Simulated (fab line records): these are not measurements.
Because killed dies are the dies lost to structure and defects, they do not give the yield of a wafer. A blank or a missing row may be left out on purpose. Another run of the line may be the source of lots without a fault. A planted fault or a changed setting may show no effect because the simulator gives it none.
A single fault, viewed from 3 desks    flow n5_finfet    each desk has only its own numbers; what lay behind them comes last

## AT THE METROLOGY DESK
Lot by lot, what the gauges showed, no matter which tool ran the lot: averages of those sampled wafers that carry a number. Any lot whose mean is over 4 standard deviations away from the usual mean is out of limits and marked OUT; that distance is given in the brackets. Only the readings that lie furthest out on some lot appear, 7 of the 12 it has.
Columns: A = cd_nm at N5_SD_EPI_N_CD_MEAS_09, usual 120.1 nm; B = SD_N_BLK_OVL at N5_SD_EPI_N_OVL_MEAS_10, usual -0.5 nm; C = ION_P at N5_BEOL_M4_RC_MEAS_101, usual 466 uA/um; D = SS_N at N5_BEOL_M4_RC_MEAS_101, usual 71.7 mV/dec; E = SS_P at N5_BEOL_M4_RC_MEAS_101, usual 73.5 mV/dec; F = VT_N at N5_BEOL_M4_RC_MEAS_101, usual 248 mV; G = VT_P at N5_BEOL_M4_RC_MEAS_101, usual -249 mV
lot   first seen here  A      B     C    D     E     F    G
L341  day 4 09:00      120.0  -0.2  461  72.2  73.0  251  -253
L345  day 5 08:47      118.8  -0.7  462  71.5  73.2  249  -248
L353  day 7 08:26      121.1  -0.0  469  71.8  72.8  248  -248
L357  day 8 06:25      120.6  -0.9  463  72.7  73.6  248  -251
L359  day 9 01:02      119.6  -2.5  473  71.7  73.1  245  -246
This desk's finding: nothing out of limits on any of the 5 lots.

## DESK OF THE TOOL OWNER: rie_diel-05
The tool's own readings at N5_SD_EPI_N_DESCUM_14 (chemistry O2, time 7.9 s): means of the sampled wafers that have a number, for each lot that ran on this tool. Any lot whose mean is over 4 standard deviations away from the usual mean is out of limits and marked OUT; that distance is given in the brackets.
Columns: A = drypump_motor_current_A at N5_SD_EPI_N_DESCUM_14, usual 5.7 A; B = oes_product_au at N5_SD_EPI_N_DESCUM_14, usual 0.76 a.u.; C = rf_vpp_V at N5_SD_EPI_N_DESCUM_14, usual 243.1 V; D = showerhead_plenum_p_Torr at N5_SD_EPI_N_DESCUM_14, usual 2.09 Torr; E = throttle_valve_pct at N5_SD_EPI_N_DESCUM_14, usual 20.5 %
lot   first seen here  A    B     C      D     E
L345  day 5 08:52      5.8  0.70  242.9  2.09  20.6
L353  day 7 08:31      5.1  0.74  241.9  2.03  20.5
This desk's finding: nothing out of limits on any of the 2 lots.

## THE DEFECT DESK
For each lot, the counts of the inspections along the route, averaged over the sampled wafers that have a number. Any lot whose mean is over 4 standard deviations away from the usual mean is out of limits and marked OUT; that distance is given in the brackets.
Columns: A = raw_defect_count at N5_SPACER0_INSPECT_04, usual 139; B = raw_defect_count at N5_SD_EPI_N_INSPECT_11, usual 2.2
lot   first seen here  A    B
L341  day 4 08:36      147  2.7
L345  day 5 08:23      123  2.3
L353  day 7 08:10      131  2.0
L357  day 8 06:00      110  3.7
L359  day 9 00:38      114  1.0
This desk's finding: nothing out of limits on any of the 5 lots.

## PUT TOGETHER
The metrology desk saw nothing out of limits.
Nothing out of limits was seen by the tool owner's desk.
No out-of-limits result turned up at the defect desk.

## WHAT WAS PUT IN BY THE SIMULATOR
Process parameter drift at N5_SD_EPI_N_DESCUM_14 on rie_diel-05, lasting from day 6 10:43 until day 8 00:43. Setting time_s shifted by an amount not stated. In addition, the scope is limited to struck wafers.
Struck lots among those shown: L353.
